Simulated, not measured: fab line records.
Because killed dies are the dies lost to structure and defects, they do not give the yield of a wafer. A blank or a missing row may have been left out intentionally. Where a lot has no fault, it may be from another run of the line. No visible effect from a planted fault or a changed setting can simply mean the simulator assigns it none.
Chamber matching	flow nand harc	pecvd-02 running NHARC_A_M1_PRE_CLEAN_32: 3 sister chambers
The step time 12 s. 18 wafers are shown with their chamber, then 9 later ones without.

WAFERS WITH THEIR CHAMBER
wafer	chamber	heater power w (W)
L076.2	1	607
L076.5	2	597
L076.6	1	625
L077.3	2	719
L077.4	1	637
L077.5	2	708
L085.3	0	608
L085.4	2	671
L085.5	1	596
L086.2	0	669
L086.5	2	700
L086.6	0	686
L084.4	1	575
L084.5	0	613
L084.6	2	623
L095.1	0	680
L095.2	1	599
L095.4	1	612

SIGNATURES (means of the wafers above)
reading	chamber 0	chamber 1	chamber 2	scatter within a chamber
heater power w	651.20	607.29	669.67	36.9
Rule: for a wafer and a chamber, the distance is found by dividing, reading by reading, the gap between the wafer's reading and the chamber's mean by the reading's scatter, squaring, summing and taking the root. If the next closest chamber is less than 2 further off than the closest, the wafer can't be placed; otherwise it belongs to the closest. How the scatter is found: for the shown wafers, subtract from each reading the mean of its chamber, square and add these, divide the total by (wafers less chambers), then take the root.

WAFERS WITH NO CHAMBER GIVEN
wafer	heater power w (W)
L094.2	626
L094.4	639
L094.5	699
L096.1	588
L096.3	719
L096.6	679
L097.1	551
L097.2	735
L097.5	553

CHAMBER TAKEN BY EACH
wafer	from the rows above	in truth
L094.2	can't be placed: 1 or 0 or 2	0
L094.4	can't be placed: 0 or 2 or 1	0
L094.5	can't be placed: 2 or 0 or 1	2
L096.1	can't be placed: 1 or 0 or 2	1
L096.3	can't be placed: 2 or 0 or 1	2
L096.6	can't be placed: 2 or 0 or 1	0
L097.1	can't be placed: 1 or 0 or 2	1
L097.2	can't be placed: 2 or 0 or 1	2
L097.5	can't be placed: 1 or 0 or 2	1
Correctly placed: 0 of 9. Unplaceable from these rows: 9, with the true chamber sitting among the candidates in 9. Number placed wrongly: 0.
